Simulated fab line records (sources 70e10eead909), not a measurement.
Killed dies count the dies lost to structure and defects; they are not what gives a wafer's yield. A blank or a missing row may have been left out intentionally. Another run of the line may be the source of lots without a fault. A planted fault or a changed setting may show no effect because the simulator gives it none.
Problem report, 8D (eight disciplines) form, completed by code | flow nand harc | the parts of the form that need people (team, actions taken, sign-off) are left out

== 1. WHAT IS WRONG ==
At NHARC_END_SORT_01, killed at periphery averages 644.5 over 4 wafers from 2 lots, while fault-free wafers read 3.1, standard deviation 2.1. That is +99 or more standard deviations from the usual mean.
Seen first at day 22 13:53 on prober-01, wafer L640.2. The record holds 17 wafers of 6 lots with a number at this step. The rule behind "out" and "out of limits": a value lying over 4 standard deviations away from the usual mean. Any other wafer with a number is counted as sound.

== 2. WHAT IT IS; WHAT IT IS NOT ==
question                    | is                                                                                                                      | is not
which readings at this step | killed at periphery, defect limited yield, killed dies, sort_bin_2_pct, sort n pass, sort rim yield pct, sort yield pct | killed at array, killed at other, killed open, killed short, sort_bin_3_pct, sort_bin_4_pct
which lots                  | L638, L640                                                                                                              | L626, L630, L632, L637
which wafers of those lots  | L638.2, L638.4, L640.2, L640.4                                                                                          | L640.3
read on which gauges        | prober-01                                                                                                               | prober-02
when                        | from day 22 13:53                                                                                                       | up to then (12 sound wafers); but 1 sound wafer of L640 came after

== 3. WHAT RULES OUT EACH SUSPECT ==
Counting: any tool at a process step up to the reading remains a suspect provided it ran every lot that is out. Sound lots after the first of them don't rule it out here, since some wafers of a struck lot are sound.
- the gauge at NHARC_END_SORT_01: kept. All the wafers that are out were read on prober-01, and no step on other tools shows them out.
- rie diel-07 at NHARC_P_M1_DESCUM_14 (chemistry O2, time 3 s): kept. It ran every lot that is out, first L638 (day 9 23:25).
- pvd sputter-01 at NHARC_P_M1_DEGAS_29 (time 60 s): kept. It processed each lot that is out (first: L638, day 10 00:28); up to then, its last sound lot is L637 (day 9 07:19).
- pvd sputter-01 at NHARC_P_M1_PVD_20 (deposits TaN, target thk 5 nm, time 8.06 s): kept. It processed each lot that is out (first: L638, day 10 00:53); up to then, its last sound lot is L637 (day 9 07:24).
- cmp-01 at NHARC_P_M1_CMP_23 (polishes, t overpolish 20 s, target thk 157.82 nm): kept. It processed each lot that is out (first: L638, day 10 01:55); up to then, its last sound lot is L637 (day 9 08:25).
- rie diel-13 at NHARC_P_M2_ETCH_15 (etches the open film in C4F8/Ar, target depth 182.5 nm, time 91.2 s): kept. It ran every lot that is out and that the record shows at this step, first L640 (day 10 06:41); its last sound lot up to then is L637 (day 9 10:40). With no start given for some of its lots, NHARC_P_M2_ETCH_15 uses the hours and lot order of NHARC_P_M2_CD_MEAS_16. The record shows only 1 of the 2 lots at this step.
- Within rie diel-07 at NHARC_P_M1_DESCUM_14: the wafers that are out ran in chambers 1, 2, 3; their sound lot-mates ran in chamber 0.
Left after counting: rie diel-07 at NHARC_P_M1_DESCUM_14, pvd sputter-01 at NHARC_P_M1_DEGAS_29, pvd sputter-01 at NHARC_P_M1_PVD_20, cmp-01 at NHARC_P_M1_CMP_23, rie diel-13 at NHARC_P_M2_ETCH_15, prober-01 at NHARC_END_SORT_01.

== 4. THE CAUSE (what the simulator had put in) ==
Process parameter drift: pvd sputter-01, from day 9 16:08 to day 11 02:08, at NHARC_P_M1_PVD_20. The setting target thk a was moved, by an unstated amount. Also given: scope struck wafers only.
Counting left 6 suspects, and this tool is among them.

== 5. SEQUENCE OF EFFECTS, ordered by route ==
Each row: a reading whose mean over the struck wafers that have a number lies more than 3 standard deviations from the usual. Readings are gone through only where the record gives a usual standard deviation; hours: the median, over the lots, of the time from a lot's start at the first step in this table giving one to that lot's start at this step; sigmas: the change measured in usual standard deviations.
hours | step              | reading              | usual  | on struck wafers | change | sigmas
0     | NHARC_END_SORT_01 | defect limited yield | 95.5 % | 0.0              | -95.5  | -73
0     | NHARC_END_SORT_01 | killed at periphery  | 3.1    | 644.5            | +641.4 | +99 or more
0     | NHARC_END_SORT_01 | killed dies          | 31     | 677              | +646   | +73
0     | NHARC_END_SORT_01 | sort_bin_2_pct       | 1.3 %  | 96.3             | +95.0  | +99 or more
0     | NHARC_END_SORT_01 | sort n pass          | 646    | 0                | -646   | -73
0     | NHARC_END_SORT_01 | sort rim yield pct   | 95.8 % | 0.2              | -95.6  | -35
0     | NHARC_END_SORT_01 | sort yield pct       | 95.5 % | 0.0              | -95.5  | -73

== 6. HOW IT WOULD HAVE BEEN CAUGHT EARLIER ==
In this record the first reading out of limits at a measuring or inspecting step was taken at day 22 13:53, 310 hours after the fault began at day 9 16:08.
An alarm limit of 4 standard deviations would not have fired on the tool readings at NHARC_P_M1_PVD_20 for which the record gives a usual standard deviation, since none of them was out on any struck wafer.
All the lots that are out (2) had begun NHARC_P_M1_PVD_20 on pvd sputter-01 by day 22 13:53. Tool hold at that time: it would have spared none of them.
